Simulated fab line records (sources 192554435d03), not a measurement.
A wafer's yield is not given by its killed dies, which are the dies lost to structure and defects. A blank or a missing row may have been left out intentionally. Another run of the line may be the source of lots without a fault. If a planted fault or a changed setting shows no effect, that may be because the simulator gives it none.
The tool behind it: which one? :: flow n5 finfet :: 11 lots, 33 wafers sampled, at 3 steps of a route of 1938

WHAT THE GAUGES READ, wafer by wafer
N5_BEOL_M10_INSPECT_58: inspects for defects (darkfield). Usual: raw defect count reads 68 (standard deviation 22).
lot: L145
measured: day 10 22:37
on: defect inspect-02
raw defect count: 36 69 68
flag: 

lot: L151
measured: day 12 15:10
on: defect inspect-02
raw defect count: 67 54 49
flag: 

lot: L152
measured: day 13 10:21
on: defect inspect-02
raw defect count: 95 83 86
flag: 

lot: L153
measured: day 13 13:09
on: defect inspect-02
raw defect count: 68 65 68
flag: 

lot: L154
measured: day 14 15:12
on: defect inspect-02
raw defect count: 30 47 65
flag: 

lot: L156
measured: day 14 23:21
on: defect inspect-01
raw defect count: 43 51 80
flag: 

lot: L159
measured: day 15 09:22
on: defect inspect-02
raw defect count: 59 103 62
flag: 

lot: L158
measured: day 15 10:12
on: defect inspect-02
raw defect count: 53 49 51
flag: 

lot: L161
measured: day 15 16:22
on: defect inspect-01
raw defect count: 51 64 57
flag: 

lot: L167
measured: day 17 01:33
on: defect inspect-01
raw defect count: 65 112 123
flag: 

lot: L165
measured: day 17 20:14
on: defect inspect-02
raw defect count: 94 103 58
flag: 

WHICH TOOL RAN EACH LOT (tool, then ch and the chambers of the sampled wafers, then the start)
lot: L145
N5_BEOL_M10_ANNEAL_51: rtp anneal-02 ch 0, day 10 21:55
N5_BEOL_M10_CMP_52: cmp-04 ch 0,2, day 10 22:10

lot: L151
N5_BEOL_M10_ANNEAL_51: rtp anneal-01 ch 0, day 12 14:26
N5_BEOL_M10_CMP_52: cmp-01 ch 0,1,2, day 12 14:42

lot: L152
N5_BEOL_M10_ANNEAL_51: rtp anneal-01 ch 0, day 13 09:23
N5_BEOL_M10_CMP_52: cmp-02 ch 1,2, day 13 09:41

lot: L153
N5_BEOL_M10_ANNEAL_51: rtp anneal-01 ch 0, day 13 12:26
N5_BEOL_M10_CMP_52: cmp-04 ch 0,2,3, day 13 12:42

lot: L154
N5_BEOL_M10_ANNEAL_51: rtp anneal-02 ch 0, day 14 14:32
N5_BEOL_M10_CMP_52: cmp-04 ch 0,2, day 14 14:47

lot: L156
N5_BEOL_M10_ANNEAL_51: rtp anneal-01 ch 0, day 14 22:36
N5_BEOL_M10_CMP_52: cmp-02 ch 0,2,3, day 14 22:56

lot: L159
N5_BEOL_M10_ANNEAL_51: rtp anneal-02 ch 0, day 15 08:37
N5_BEOL_M10_CMP_52: cmp-02 ch 0,3, day 15 08:55

lot: L158
N5_BEOL_M10_ANNEAL_51: rtp anneal-01 ch 0, day 15 09:29
N5_BEOL_M10_CMP_52: cmp-01 ch 1,3, day 15 09:47

lot: L161
N5_BEOL_M10_ANNEAL_51: rtp anneal-01 ch 0, day 15 15:43
N5_BEOL_M10_CMP_52: cmp-02 ch 0,1, day 15 15:57

lot: L167
N5_BEOL_M10_ANNEAL_51: rtp anneal-01 ch 0, day 17 00:53
N5_BEOL_M10_CMP_52: cmp-04 ch 0,1,2, day 17 01:10

lot: L165
N5_BEOL_M10_ANNEAL_51: rtp anneal-02 ch 0, day 17 19:30
N5_BEOL_M10_CMP_52: cmp-04 ch 1,3, day 17 19:45
- N5_BEOL_M10_ANNEAL_51: time 90 s.
- N5_BEOL_M10_CMP_52: polishes, stops on SiCOH lowk, t overpolish 7 s, target thk 140 nm.

WHAT THE TOOLS THEMSELVES READ (means of the sampled wafers that have a number; where no wafer has one, the mark that the record gives instead)
N5_BEOL_M10_ANNEAL_51. Usual: anneal temp c max 226.28, standard deviation 0.26; wafer_temp_C_max 225.68, standard deviation 0.29.
lot: L145
tool: rtp anneal-02
anneal temp c max: 226.14
wafer_temp_C_max: 225.38
flag: 

lot: L151
tool: rtp anneal-01
anneal temp c max: 226.10
wafer_temp_C_max: 225.77
flag: 

lot: L152
tool: rtp anneal-01
anneal temp c max: 226.36
wafer_temp_C_max: 225.95
flag: 

lot: L153
tool: rtp anneal-01
anneal temp c max: 226.02
wafer_temp_C_max: 225.96
flag: 

lot: L154
tool: rtp anneal-02
anneal temp c max: 226.14
wafer_temp_C_max: 225.33
flag: 

lot: L156
tool: rtp anneal-01
anneal temp c max: 226.36
wafer_temp_C_max: 226.00
flag: 

lot: L159
tool: rtp anneal-02
anneal temp c max: 226.27
wafer_temp_C_max: 225.57
flag: 

lot: L158
tool: rtp anneal-01
anneal temp c max: 226.28
wafer_temp_C_max: 225.88
flag: 

lot: L161
tool: rtp anneal-01
anneal temp c max: 226.26
wafer_temp_C_max: 225.84
flag: 

lot: L167
tool: rtp anneal-01
anneal temp c max: 226.36
wafer_temp_C_max: 226.04
flag: 

lot: L165
tool: rtp anneal-02
anneal temp c max: 226.61
wafer_temp_C_max: 225.59
flag: 

N5_BEOL_M10_CMP_52. Usual: barrier field endpoint s 28.9 s, standard deviation 0.72; clearing platen rpm 49.997 rpm, standard deviation 0.027; motor current A 6.4 A, standard deviation 0.69; overpolish run s 7.002 s, standard deviation 0.0091; platen rpm 50.00 rpm, standard deviation 0.037; time to endpoint s 66.0 s, standard deviation 2.3.
lot: L145
tool: cmp-04
barrier field endpoint s (s): 29.1
clearing platen rpm (rpm): 49.985
motor current A (A): 6.7
overpolish run s (s): 6.993
platen rpm (rpm): 50.03
time to endpoint s (s): 65.4
flag: 

lot: L151
tool: cmp-01
barrier field endpoint s (s): 28.9
clearing platen rpm (rpm): 50.002
motor current A (A): 6.1
overpolish run s (s): 7.007
platen rpm (rpm): 50.00
time to endpoint s (s): 63.5
flag: 

lot: L152
tool: cmp-02
barrier field endpoint s (s): 29.4
clearing platen rpm (rpm): 49.997
motor current A (A): 7.1
overpolish run s (s): 7.002
platen rpm (rpm): 50.03
time to endpoint s (s): 69.0
flag: 

lot: L153
tool: cmp-04
barrier field endpoint s (s): 28.2
clearing platen rpm (rpm): 50.029
motor current A (A): 7.0
overpolish run s (s): 7.004
platen rpm (rpm): 50.02
time to endpoint s (s): 65.7
flag: 

lot: L154
tool: cmp-04
barrier field endpoint s (s): 29.8
clearing platen rpm (rpm): 49.991
motor current A (A): 6.8
overpolish run s (s): 7.006
platen rpm (rpm): 50.00
time to endpoint s (s): 63.3
flag: 

lot: L156
tool: cmp-02
barrier field endpoint s (s): 27.8
clearing platen rpm (rpm): 50.006
motor current A (A): 6.1
overpolish run s (s): 7.008
platen rpm (rpm): 50.03
time to endpoint s (s): 66.2
flag: 

lot: L159
tool: cmp-02
barrier field endpoint s (s): 29.0
clearing platen rpm (rpm): 50.004
motor current A (A): 5.9
overpolish run s (s): 7.001
platen rpm (rpm): 49.35
time to endpoint s (s): 64.4
flag: OFF

lot: L158
tool: cmp-01
barrier field endpoint s (s): 28.1
clearing platen rpm (rpm): 49.992
motor current A (A): 6.2
overpolish run s (s): 7.006
platen rpm (rpm): 49.99
time to endpoint s (s): 64.3
flag: 

lot: L161
tool: cmp-02
barrier field endpoint s (s): 29.3
clearing platen rpm (rpm): 50.022
motor current A (A): 6.7
overpolish run s (s): 7.009
platen rpm (rpm): 48.67
time to endpoint s (s): 65.2
flag: OFF

lot: L167
tool: cmp-04
barrier field endpoint s (s): 29.9
clearing platen rpm (rpm): 49.991
motor current A (A): 6.2
overpolish run s (s): 7.011
platen rpm (rpm): 50.03
time to endpoint s (s): 68.3
flag: 

lot: L165
tool: cmp-04
barrier field endpoint s (s): 29.4
clearing platen rpm (rpm): 50.017
motor current A (A): 6.8
overpolish run s (s): 6.993
platen rpm (rpm): 49.95
time to endpoint s (s): 67.0
flag: 

THE ANSWER, worked out from the rows above alone
Rule: take the mean of a lot's wafers that have a number; if it is more than 3 standard deviations from the usual mean, the lot is off. Also off: a lot with no number at a reading for which 4 or more lots have one. Any other lot the step has rows for is counted as sound. After the gauges, taken in route order, come the tools' own readings; for these a lot's mean is taken, as printed above. At the first step where some lot is off, the reading lying furthest off is the one used; lots without a number count as furthest.
Off: L159, L161, at N5_BEOL_M10_CMP_52 (platen rpm).
If a tool, at that step or one of the process steps before it, ran each lot that is off and ran no sound lot following the first of them, it fits. One fits: N5_BEOL_M10_CMP_52 on cmp-02. Its last sound lot is L156 (day 14 22:56), its first lot that is off L159 (day 15 08:55): a fault that began between those two fits.
On the lots that are off, the tool's own readings at N5_BEOL_M10_CMP_52 differ by more than 5 times the standard deviation of the sound lots' means, which bears it out; platen rpm reads 49.01 rpm there versus 50.01 rpm on the sound lots.

WHAT WAS PUT IN BY THE SIMULATOR
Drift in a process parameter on cmp-02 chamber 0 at N5_BEOL_M10_CMP_52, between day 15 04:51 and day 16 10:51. A move of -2 in setting platen rpm, from 50. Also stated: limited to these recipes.
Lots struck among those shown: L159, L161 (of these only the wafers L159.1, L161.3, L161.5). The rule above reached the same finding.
